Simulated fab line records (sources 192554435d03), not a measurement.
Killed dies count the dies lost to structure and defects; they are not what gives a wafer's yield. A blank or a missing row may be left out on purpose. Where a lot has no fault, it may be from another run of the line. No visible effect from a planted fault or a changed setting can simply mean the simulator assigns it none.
Code-filled problem report in 8D (eight disciplines) form ; flow n5Finfet ; the parts of the form that need people (team, actions taken, sign-off) are left out

1. PROBLEM STATEMENT
Wafers without a fault read 1500.1 rpm, standard deviation 0.99; spinSpeedRpm at N5_BEOL_M14_COAT_66 reads a mean of 1691.3 rpm on 9 wafers belonging to 3 lots. So: +99 or more standard deviations from the usual mean.
The step: time 60 s, resist thk 110 nm.
Earliest sighting: wafer L358.2 on lithoTrack-04 at day 14 05:56. Wafers with a number at this step in the record: 30, from 10 lots. The rule behind "out" and "out of limits": a value lying over 4 standard deviations away from the usual mean. Any other wafer with a number is counted as sound.

2. WHAT IT IS AND WHAT IT IS NOT
question;is;is not
which readings at this step;spinSpeedRpm;-
which lots;L358, L359, L360;L351, L363, L365, L366, L368, L370, L371
which wafers of those lots;all that have a number;-
read on which tools;lithoTrack-04;lithoTrack-01, lithoTrack-03
when;from day 14 05:56;"up to then (3 sound wafers); but 18 sound wafers of L363, L365, L366, L368, L370, L371 came after"

3. THE SUSPECTS, EACH WITH WHAT RULES IT OUT
Counting: a tool at any process step up to the reading remains a suspect when it ran all the lots that are out and ran no sound lot after the first of those.
- lithoTrack-04 at N5_BEOL_M14_COAT_66 (time 60 s, resist thk 110 nm): kept. It ran every lot that is out, first L358 (day 14 05:56), and no sound lot after that. Its own spinSpeedRpm readings are out on those wafers.
After counting, what remains is lithoTrack-04 at N5_BEOL_M14_COAT_66.

4. THE CAUSE (what the simulator had put in)
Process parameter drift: lithoTrack-04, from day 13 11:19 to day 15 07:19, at N5_BEOL_M14_COAT_66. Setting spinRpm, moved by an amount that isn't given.
The count eliminated every tool but this one.

5. THE CHAIN OF EFFECTS, in route order
Rows list readings where the struck wafers' mean (over those with a number) sits beyond 3 standard deviations from the usual. Only readings for which the record gives a usual standard deviation are gone through. hours: the time from each lot's start at the first step in this table that gives one to its start at this step, as a median over the lots. sigmas: the change in usual standard deviations.
hours;step;reading;usual;on struck wafers;change;sigmas
0;N5_BEOL_M14_COAT_66;spinSpeedRpm;1500.1 rpm;1691.3;+191.2;+99 or more
0;N5_BEOL_M14_ETCH_67;etchRfOnTimeS;238 s;225;-13;-3.3
The process steps in it:
- N5_BEOL_M14_COAT_66: time 60 s, resist thk 110 nm.
- N5_BEOL_M14_ETCH_67: etches SiARC in CF4, target depth 143 nm, time 238.3 s.

6. WHAT WOULD HAVE CAUGHT IT SOONER
19 hours passed between the start of the fault at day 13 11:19 and the first reading out of limits in this record, taken at day 14 05:56.
